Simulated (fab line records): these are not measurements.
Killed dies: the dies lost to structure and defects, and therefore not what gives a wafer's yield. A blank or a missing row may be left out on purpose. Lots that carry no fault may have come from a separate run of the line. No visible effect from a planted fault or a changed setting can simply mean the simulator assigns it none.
fab line records	flow n5Finfet
record lots=7	wafers=21
route steps=1938 shown BEOL_M11@1562 BEOL_M12@1648 BEOL_M14@1716
startH: hours from the record's opening day to when the first of the lot's shown wafers began	waitH: hours elapsed since this lot's preceding step	" identical to the entry in the row above	L1.1+2: one row covering several wafers at once	- no value present, or no start provided	* or withheld: withheld	< > ~ a bound
route shown NAME@n: NAME is a module with steps in the file, n the number in the route of the first one	usual: average and standard deviation across the fault-free wafers	same: alike in all rows	chamber/n: place in a boat	sites: each site's reading	_std_site: standard deviation of those values	_edge_site: mean of outer sites minus mean of inner sites	radiusMm: how far each site lies from the wafer's centre	mask NAME#n: copy n	behind: tool/chamber where the wafer was last shaped	hold: why the lot was held/for how many hours/how that ended	device: which transistor (n, p or np) failed to switch	end of line: the tests these same wafers got at the end of their route	a step with no rows: only its recipe	killed: not the wafer's yield, but the dies lost to structure and defects at the first sort	map: the dies of a wafer, with x for killed, . for not killed, _ for no die there
set.NAME: setting as actually run; set.NAME@STEP: the setting as run at that earlier step	model.NAME: the simulator's own value behind a step, which no gauge read
lots with deliberately changed settings; one table per step, one row per wafer
## steps
# step N5_BEOL_M11_COAT_22
# recipe resist=CAR-ArF	spinRpm=1500	resistThkNm=90
lot.wafer	tool	chamber	startH	waitH	set.spinRpm	model.CAR-ArF_of_BEOL_M11_COAT_22.thkNm
L076.2+3	lithoTrack-02	0	-	-	1500	90.4
L076.4	"	0	"	"	1500	90.6
L078.1	lithoTrack-03	0	-	-	1500	90.2
L078.4	"	0	"	"	1500	90.4
L078.6	"	0	"	"	1446	91.8
L079.1	lithoTrack-02	0	-	-	1598	87.4
L079.2	"	0	"	"	1598	87.2
L079.4	"	0	"	"	1500	90
L084.1	lithoTrack-04	0	-	-	1500	90.4
L084.3+6	"	0	"	"	1451	91.8
L087.1	lithoTrack-02	0	-	-	1427	92.4
L087.4+5	"	0	"	"	1427	92.6
L088.1	lithoTrack-03	0	-	-	1500	90
L088.5+6	"	0	"	"	1500	90.2
L090.3	lithoTrack-04	0	-	-	1424	92.4
L090.5	"	0	"	"	1424	92.8
L090.6	"	0	"	"	1500	90.4
# step N5_BEOL_M11_EBR_24
# recipe solvent=PGMEA	ebrWidthMm=1.5
# step N5_BEOL_M11_SOFTBAKE_23
# recipe tempC=110	timeS=60	resist=CAR-ArF
# step N5_BEOL_M11_EXPOSE_25
# recipe maskId=V10	na=1.35	sourceShape=annular	sigmaInner=0.5	sigmaOuter=0.8	polarization=unpolarized	doseMj=85.5
# step N5_BEOL_M11_PEB_26
# recipe pebTempC=withheld	pebTimeS=60	resist=CAR-ArF
# step N5_BEOL_M11_DEVELOP_27
# recipe developTimeS=30	developer=TMAH	resist=CAR-ArF	rinseLiquid=diw	dry=airSpin	devTempC=23
lot.wafer	tool	chamber	startH	waitH	set.spinRpm@BEOL_M11_COAT_22	model.CAR-ArF_of_BEOL_M11_COAT_22.thkNm
L076.2	lithoTrack-04	0	-	-	1500	88.6
L076.3	"	0	"	"	1500	88.8
L076.4	"	0	"	"	1500	89
L078.1	lithoTrack-04	0	-	-	1500	88.4
L078.4	"	0	"	"	1500	88.6
L078.6	"	0	"	"	1446	90
L079.1+2	lithoTrack-03	0	-	-	1598	85.6
L079.4	"	0	"	"	1500	88.2
L084.1	lithoTrack-02	0	-	-	1500	88.6
L084.3+6	"	0	"	"	1451	90
L087.1+4+5	lithoTrack-03	0	-	-	1427	90.8
L088.1+5+6	lithoTrack-03	0	-	-	1500	88.4
L090.3	lithoTrack-03	0	-	-	1424	90.8
L090.5	"	0	"	"	1424	91
L090.6	"	0	"	"	1500	88.8
# step N5_BEOL_M11_DESCUM_33
# recipe chemistry=O2	timeS=7.9	sourcePowerW=50	biasPowerW=20	pressureMtorr=20	rfFrequencyHz=2.712e+07	tempC=40	resist=CAR-ArF	o2FlowSccm=225
lot.wafer	tool	chamber	startH	waitH	set.spinRpm@BEOL_M11_COAT_22	model.CAR-ArF_of_BEOL_M11_COAT_22.thkNm
L076.2	rieDiel-05	1	238.52	0.0	1500	83.8
L076.3+4	"	0,3	"	"	1500	84
L078.1	rieDiel-01	3	263.98	0.2	1500	83.6
L078.4	"	0	"	"	1500	83.8
L078.6	"	3	"	"	1446	85.2
L079.1	rieDiel-01	1	265.55	0.2	1598	80.8
L079.2	"	3	"	"	1598	80.6
L079.4	"	0	"	"	1500	83.4
L084.1	rieDiel-01	2	301.61	0.1	1500	83.8
L084.3+6	"	3	"	"	1451	85.2
L087.1+4+5	rieDiel-06	0,2,3	307.55	0.0	1427	86
L088.1	rieDiel-01	3	307.72	0.0	1500	83.4
L088.5+6	"	0,3	"	"	1500	83.6
L090.3	rieDiel-05	3	319.66	0.0	1424	86
L090.5	"	1	"	"	1424	86.2
L090.6	"	0	"	"	1500	83.8
# step N5_BEOL_M11_ETCH_65
# recipe chemistry=CF4	target=SiARC	targetDepthA=390	maskMaterial=CAR-ArF	timeS=65	ionEnergyEv=80	pressureMtorr=40	sourceW=545	biasW=36	Ar_flow_sccm=100	cf4FlowSccm=100	ends=cleared
# step N5_BEOL_M11_ETCH_66
# recipe chemistry=N2/H2	target=SOC	targetDepthA=1200	overetchA=240	maskMaterial=SiARC	tempC=40	timeS=180	ionEnergyEv=200	pressureMtorr=30	sourceW=840	biasW=150	n2FlowSccm=200	h2FlowSccm=200
lot.wafer	tool	chamber	startH	waitH	set.spinRpm@BEOL_M11_COAT_63	model.etch.depthNm
L076.2	rieDiel-05	1	238.61	0.0	1572	97.81
L076.3	"	0	"	"	1572	98.11
L076.4	"	3	"	"	1500	100.2
L078.1	rieDiel-01	3	264.07	0.0	1418	103
L078.4	"	0	"	"	1418	102.2
L078.6	"	3	"	"	1500	99.85
L079.1	rieDiel-01	1	265.64	0.0	1500	100.1
L079.2	"	3	"	"	1628	96.47
L079.4	"	0	"	"	1500	100.3
L084.1	rieDiel-01	2	301.69	0.0	1500	100.3
L084.3	"	3	"	"	1441	102.5
L084.6	"	3	"	"	1441	102
L087.1	rieDiel-06	0	307.63	0.0	1625	95.66
L087.4	"	2	"	"	1500	99.6
L087.5	"	3	"	"	1625	96.17
L088.1	rieDiel-01	3	307.80	0.0	1500	100.3
L088.5	"	0	"	"	1500	99.98
L088.6	"	3	"	"	1500	100.2
L090.3	rieDiel-05	3	319.74	0.0	1399	104
L090.5+6	"	1,0	"	"	1399	103.9
# step N5_BEOL_M11_STRIP_69
# recipe chemistry=N2/H2	tempC=40	n2FlowSccm=200	h2FlowSccm=200	rfFrequencyHz=6e+07
# step N5_BEOL_M11_VIA_ETCH_34
# recipe chemistry=C4F6/O2	target=SiCOH_lowk	targetDepthA=1845	maskMaterial=SOC	taperDeg=4	timeS=69.2	ionEnergyEv=250	pressureMtorr=30	sourceW=345	biasW=185	Ar_flow_sccm=300	C4F6_flow_sccm=10	O2_flow_sccm=10
lot.wafer	tool	chamber	startH	waitH	set.spinRpm@BEOL_M11_COAT_63	model.SOC_of_BEOL_M11_COAT_63.thkNm
L076.2	rieDiel-05	1	238.73	0.0	1572	89.6
L076.3	"	0	"	"	1572	89.8
L076.4	"	3	"	"	1500	92.2
L078.1	rieDiel-01	3	264.19	0.0	1418	95
L078.4	"	0	"	"	1418	94
L078.6	"	3	"	"	1500	91.8
L079.1	rieDiel-01	1	265.76	0.0	1500	91.8
L079.2	"	3	"	"	1628	88.6
L079.4	"	0	"	"	1500	92.2
L084.1	rieDiel-01	2	301.82	0.0	1500	92
L084.3	"	3	"	"	1441	94.6
L084.6	"	3	"	"	1441	94.2
L087.1+5	rieDiel-06	0,3	307.76	0.0	1625	88
L087.4	"	2	"	"	1500	91.6
L088.1	rieDiel-01	3	307.93	0.0	1500	92.4
L088.5	"	0	"	"	1500	92
L088.6	"	3	"	"	1500	92.2
L090.3	rieDiel-05	3	319.87	0.0	1399	95.6
L090.5+6	"	1,0	"	"	1399	95.8
# step N5_BEOL_M12_SPUTTER_43
# recipe material=TaN	targetThkA=150	tempC=50	biasV=168.6	powerW=15000	chamberPressurePa=0.12	timeS=24.19
lot.wafer	tool	chamber	startH	waitH	set.timeS	model.TaN_of_BEOL_M12_SPUTTER_43.thkNm
L076.2	pvdSputter-01	-	246.89	0.0	24.19	15.2
L076.3	"	-	"	"	25.84	16.6
L076.4	"	-	"	"	25.84	16.2
L078.1	pvdSputter-01	-	273.41	0.0	24.19	15.2
L078.4	"	-	"	"	21.33	13.2
L078.6	"	-	"	"	24.19	15.4
L079.1	pvdSputter-01	-	274.17	0.0	24.19	14.6
L079.2	"	-	"	"	21.92	13.6
L079.4	"	-	"	"	24.19	15
L084.1	pvdSputter-02	-	310.75	0.0	24.19	15
L084.3	"	-	"	"	24.19	15.2
L084.6	"	-	"	"	26.56	16.8
L087.1	pvdSputter-01	-	315.28	0.0	21.68	13.8
L087.4	"	-	"	"	21.68	13.6
L087.5	"	-	"	"	24.19	15.2
L088.1	pvdSputter-01	-	317.26	0.0	24.19	15.2
L088.5	"	-	"	"	24.19	14.8
L088.6	"	-	"	"	24.19	15.4
L090.3	pvdSputter-01	-	331.02	0.0	26.15	15.8
L090.5	"	-	"	"	24.19	14.6
L090.6	"	-	"	"	26.15	16.2
# step N5_BEOL_M14_ILD_DEP_00
# recipe material=SiO2	targetThkA=11193	tempC=400	precursor=TEOS/O2	pressureTorr=6.5	rfW=900	teosFlowSccm=161.4	gas=O2	flowSccm=2650	timeS=237.4
lot.wafer	tool	chamber	startH	waitH	set.timeS	model.SiO2_of_BEOL_M14_ILD_DEP_00.thkNm
L076.2	pecvd-01	0	254.41	0.0	237.4	1095
L076.3	"	1	"	"	237.4	1096
L076.4	"	0	"	"	237.4	1109
L078.1	pecvd-03	0	280.21	0.0	237.4	1104
L078.4	"	2	"	"	237.4	1126
L078.6	"	1	"	"	237.4	1136
L079.1	pecvd-01	1	280.30	0.0	237.4	1087
L079.2	"	2	"	"	237.4	1093
L079.4	"	1	"	"	237.4	1112
L084.1	pecvd-03	1	317.34	0.0	237.4	1116
L084.3	"	0	"	"	237.4	1119
L084.6	"	0	"	"	237.4	1131
L087.1	pecvd-01	1	323.50	0.0	237.4	1115
L087.4	"	2	"	"	207.1	983.8
L087.5	"	1	"	"	207.1	996.2
L088.1	pecvd-01	0	323.72	0.0	237.4	1117
L088.5	"	2	"	"	237.4	1121
L088.6	"	0	"	"	237.4	1135
L090.3	pecvd-01	1	339.68	0.0	218	1045
L090.5	"	0	"	"	218	1043
L090.6	"	1	"	"	237.4	1146
# step N5_BEOL_M14_THK_MEAS_01
# recipe reads=SiO2_of_BEOL_M14_ILD_DEP_00
# usual M14_ILD_THK=1119/16
lot.wafer	tool	chamber	startH	waitH	set.timeS@BEOL_M14_ILD_DEP_00	M14_ILD_THK[nm]
L076.2	filmMetro-01	-	254.60	0.1	237.4	1095
L076.3	"	-	"	"	237.4	1096
L076.4	"	-	"	"	237.4	1109
L078.1	filmMetro-01	-	280.40	0.1	237.4	1103
L078.4	"	-	"	"	237.4	1126
L078.6	"	-	"	"	237.4	1136
L079.1	filmMetro-02	-	280.49	0.1	237.4	1087
L079.2	"	-	"	"	237.4	1093
L079.4	"	-	"	"	237.4	1112
L084.1	filmMetro-01	-	317.55	0.1	237.4	1115
L084.3	"	-	"	"	237.4	1118
L084.6	"	-	"	"	237.4	1130
L087.1	filmMetro-02	-	323.68	0.1	237.4	1115
L087.4	"	-	"	"	207.1	984
L087.5	"	-	"	"	207.1	997
L088.1	filmMetro-02	-	323.91	0.1	237.4	1117
L088.5	"	-	"	"	237.4	1121
L088.6	"	-	"	"	237.4	1135
L090.3	filmMetro-02	-	339.87	0.1	218	1044
L090.5	"	-	"	"	218	1044
L090.6	"	-	"	"	237.4	1146
# step N5_BEOL_M14_EXPOSE_07
# recipe maskId=V13	na=0.8	sourceShape=annular	sigmaInner=0.5	sigmaOuter=0.8	polarization=unpolarized	attpsmPhaseDeg=180	doseMj=57
lot.wafer	tool	chamber	startH	waitH	mask	set.doseMj
L076.2+4	krfScanner-02	0	254.86	-	V13#0	57
L076.3	"	0	"	"	V13#0	52.94
L078.1	krfScanner-01	0	280.53	-	V13#0	55.77
L078.4+6	"	0	"	"	V13#0	57
L079.1+2+4	krfScanner-02	0	280.74	-	V13#0	57
L084.1+3+6	krfScanner-01	0	317.68	-	V13#0	57
L087.1	krfScanner-02	0	323.94	-	V13#0	57
L087.4+5	"	0	"	"	V13#0	54.73
L088.1+5+6	krfScanner-02	0	324.04	-	V13#0	57
L090.3+5+6	krfScanner-02	0	340.01	-	V13#0	57
# step N5_BEOL_M14_PEB_08
# recipe pebTempC=130	pebTimeS=90
# step N5_BEOL_M14_DEVELOP_09
# recipe developTimeS=45	rinseLiquid=diw	dry=airSpin	devTempC=21
# step N5_BEOL_M14_HARDBAKE_14
# recipe tempC=130	timeS=120
# step N5_BEOL_M14_CD_MEAS_10
# recipe targetCdNm=250	landingEnergyEv=500	detector=seInlens	polarity=opening
# usual cdNm=249.0/1.5
lot.wafer	tool	chamber	startH	waitH	set.doseMj@BEOL_M14_EXPOSE_07	cdNm
L076.2	cdSem-03	0	255.03	-	57	250.1
L076.3	"	0	"	"	52.94	239.4
L076.4	"	0	"	"	57	250.3
L078.1	cdSem-03	0	280.70	-	55.77	245.1
L078.4	"	0	"	"	57	248.4
L078.6	"	0	"	"	57	247.1
L079.1	cdSem-03	0	280.92	-	57	248.7
L079.2	"	0	"	"	57	249.5
L079.4	"	0	"	"	57	248.7
L084.1	cdSem-03	0	317.86	-	57	251.2
L084.3	"	0	"	"	57	248.5
L084.6	"	0	"	"	57	251.3
L087.1	cdSem-01	0	324.12	-	57	248.5
L087.4	"	0	"	"	54.73	241.8
L087.5	"	0	"	"	54.73	242.4
L088.1	cdSem-03	0	324.22	-	57	250.8
L088.5	"	0	"	"	57	250.1
L088.6	"	0	"	"	57	246.3
L090.3	cdSem-03	0	340.18	-	57	250.7
L090.5	"	0	"	"	57	250.6
L090.6	"	0	"	"	57	248.8
# step N5_BEOL_M14_DESCUM_15
# recipe chemistry=O2	timeS=7.9	sourcePowerW=50	biasPowerW=20	pressureMtorr=20	rfFrequencyHz=2.712e+07	tempC=40	o2FlowSccm=225
# step N5_BEOL_M14_ETCH_59
# recipe chemistry=N2/H2	target=BARC	targetDepthA=890	overetchA=267	timeS=67.9	ionEnergyEv=200	pressureMtorr=30	sourceW=840	biasW=150	n2FlowSccm=200	h2FlowSccm=200
# step N5_BEOL_M14_VIA_ETCH_16
# recipe chemistry=C4F8/O2/Ar	target=SiO2	heInnerTorr=15	heOuterTorr=30	targetDepthA=12313	timeS=withheld	ionEnergyEv=800	pressureMtorr=20	sourceW=1905	biasW=2040	Ar_flow_sccm=400	C4F8_flow_sccm=16	O2_flow_sccm=12	ends=cleared
lot.wafer	tool	chamber	startH	waitH	set.timeS@BEOL_M14_ILD_DEP_00	model.etch.depthNm	model.coat_of_BEOL_M14_COAT_04.thkNm
L076.2	rieDiel-04	1	255.44	0.0	*	1095	460
L076.3	"	2	"	"	*	1096	458.4
L076.4	"	2	"	"	*	1109	450.8
L078.1	rieDiel-03	3	281.06	0.0	*	1104	460.4
L078.4	"	1	"	"	*	1126	450.6
L078.6	"	1	"	"	*	1136	452.2
L079.1	rieDiel-04	0	281.09	0.0	*	1087	467.8
L079.2	"	2	"	"	*	1093	457.8
L079.4	"	1	"	"	*	1112	456.4
L084.1	rieDiel-02	3	318.04	0.0	*	1116	458
L084.3	"	1	"	"	*	1119	456.2
L084.6	"	1	"	"	*	1131	453.2
L087.1	rieDiel-03	0	324.53	0.0	*	1115	455.8
L087.4	"	2	"	"	*	983.8	486.6
L087.5	"	3	"	"	*	996.2	486.4
L088.1	rieDiel-02	2	324.75	0.0	*	1117	454.2
L088.5	"	1	"	"	*	1121	454
L088.6	"	3	"	"	*	1135	452.8
L090.3	rieDiel-03	0	340.44	0.0	*	1045	474.8
L090.5	"	0	"	"	*	1043	475.8
L090.6	"	3	"	"	*	1146	448.2
# step N5_BEOL_M14_STRIP_63
# recipe chemistry=O2	powerW=600	tempC=60	pressureMtorr=30	rfFrequencyHz=6e+07	biasPowerW=0	overashFraction=0.3	o2FlowSccm=225
# step N5_BEOL_M14_STRIP_64
# recipe chemistry=O2	powerW=600	tempC=60	pressureMtorr=30	rfFrequencyHz=6e+07	biasPowerW=0	overashFraction=0.3	o2FlowSccm=225
# step N5_BEOL_M14_STRIP_71
# recipe chemistry=postEtchResidueRemover	timeS=60	tempC=25	removerPh=withheld	removerWaterWtPct=withheld	removerFluorideWtPct=withheld
# step N5_BEOL_M14_SRD_72
# recipe timeS=30	tempC=23	rinseLiquid=diw	dry=n2Spin	spinRpm=1500	dryTimeS=30
# step N5_BEOL_M14_CD_MEAS_17
# recipe targetCdNm=250	polarity=opening
# usual cdNm=249.4/1.9
lot.wafer	tool	chamber	startH	waitH	set.doseMj@BEOL_M14_EXPOSE_07	cdNm
L076.2	cdSem-03	-	255.79	0.0	57	250.8
L076.3	"	-	"	"	52.94	238.6
L076.4	"	-	"	"	57	249.4
L078.1	cdSem-03	-	281.41	0.0	55.77	246.9
L078.4	"	-	"	"	57	247.8
L078.6	"	-	"	"	57	248.2
L079.1	cdSem-02	-	281.45	0.0	57	249.3
L079.2	"	-	"	"	57	250.8
L079.4	"	-	"	"	57	250.0
L084.1	cdSem-01	-	318.38	0.0	57	251.3
L084.3	"	-	"	"	57	249.9
L084.6	"	-	"	"	57	252.6
L087.1	cdSem-03	-	324.88	0.0	57	249.1
L087.4	"	-	"	"	54.73	239.9
L087.5	"	-	"	"	54.73	243.9
L088.1	cdSem-02	-	325.10	0.0	57	250.2
L088.5	"	-	"	"	57	251.0
L088.6	"	-	"	"	57	247.9
L090.3	cdSem-01	-	340.79	0.0	57	249.5
L090.5	"	-	"	"	57	248.5
L090.6	"	-	"	"	57	251.0
# step N5_BEOL_M14_SPUTTER_43
# recipe material=TaN	targetThkA=150	tempC=50	biasV=168.6	powerW=15000	chamberPressurePa=0.12	timeS=24.19
lot.wafer	tool	chamber	startH	waitH	set.powerW	model.TaN_of_BEOL_M14_SPUTTER_43.thkNm
L076.2	pvdSputter-02	-	258.36	0.0	15000	15.2
L076.3	"	-	"	"	12820	13
L076.4	"	-	"	"	15000	15.4
L078.1+6	pvdSputter-02	-	285.99	0.0	15000	15.2
L078.4	"	-	"	"	12610	13
L079.1	pvdSputter-01	-	286.04	0.0	16130	15.8
L079.2	"	-	"	"	15000	14.8
L079.4	"	-	"	"	16130	16
L084.1	pvdSputter-02	-	321.09	0.0	15000	15.6
L084.3	"	-	"	"	16520	17
L084.6	"	-	"	"	15000	15.4
L087.1	pvdSputter-02	-	329.99	0.0	15000	14.8
L087.4	"	-	"	"	15000	15
L087.5	"	-	"	"	15000	15.2
L088.1	pvdSputter-03	-	332.11	0.0	15000	15.2
L088.5	"	-	"	"	15000	15
L088.6	"	-	"	"	15000	14.8
L090.3+5	pvdSputter-02	-	343.70	0.0	15000	15
L090.6	"	-	"	"	15000	15.2
## key
split step=N5_BEOL_M11_COAT_22	setting=spinRpm	stated=1500	by=wafer
response step=N5_BEOL_M11_COAT_22	reading=model.CAR-ArF_of_BEOL_M11_COAT_22.thkNm	change=-0.421	per=1%	r=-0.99
response step=N5_BEOL_M11_DEVELOP_27	reading=model.CAR-ArF_of_BEOL_M11_COAT_22.thkNm	change=-0.409	per=1%	r=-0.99
response step=N5_BEOL_M11_DESCUM_33	reading=model.CAR-ArF_of_BEOL_M11_COAT_22.thkNm	change=-0.427	per=1%	r=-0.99
split step=N5_BEOL_M12_SPUTTER_43	setting=timeS	stated=24.19	by=wafer
response step=N5_BEOL_M12_SPUTTER_43	reading=model.TaN_of_BEOL_M12_SPUTTER_43.thkNm	change=+0.162	per=1%	r=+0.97
split step=N5_BEOL_M14_ILD_DEP_00	setting=timeS	stated=237.4	by=wafer
response step=N5_BEOL_M14_ILD_DEP_00	reading=model.SiO2_of_BEOL_M14_ILD_DEP_00.thkNm	change=+10.6	per=1%	r=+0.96
response step=N5_BEOL_M14_THK_MEAS_01	reading=M14_ILD_THK	change=+10.6	per=1%	r=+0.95
response step=N5_BEOL_M14_VIA_ETCH_16	reading=model.etch.depthNm	change=+10.6	per=1%	r=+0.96
response step=N5_BEOL_M14_VIA_ETCH_16	reading=model.coat_of_BEOL_M14_COAT_04.thkNm	change=-2.67	per=1%	r=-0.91
split step=N5_BEOL_M14_EXPOSE_07	setting=doseMj	stated=57	by=wafer
response step=N5_BEOL_M14_CD_MEAS_10	reading=cdNm	change=+1.52	per=1%	r=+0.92
response step=N5_BEOL_M14_CD_MEAS_17	reading=cdNm	change=+1.58	per=1%	r=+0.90
split step=N5_BEOL_M14_SPUTTER_43	setting=powerW	stated=15000	by=wafer
response step=N5_BEOL_M14_SPUTTER_43	reading=model.TaN_of_BEOL_M14_SPUTTER_43.thkNm	change=+0.147	per=1%	r=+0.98
split outsideThisFile step=N5_BEOL_M11_COAT_63 setting=spinRpm
# split outsideThisFile: this setting was split too, and the file shows its column; the key of that split is in another file
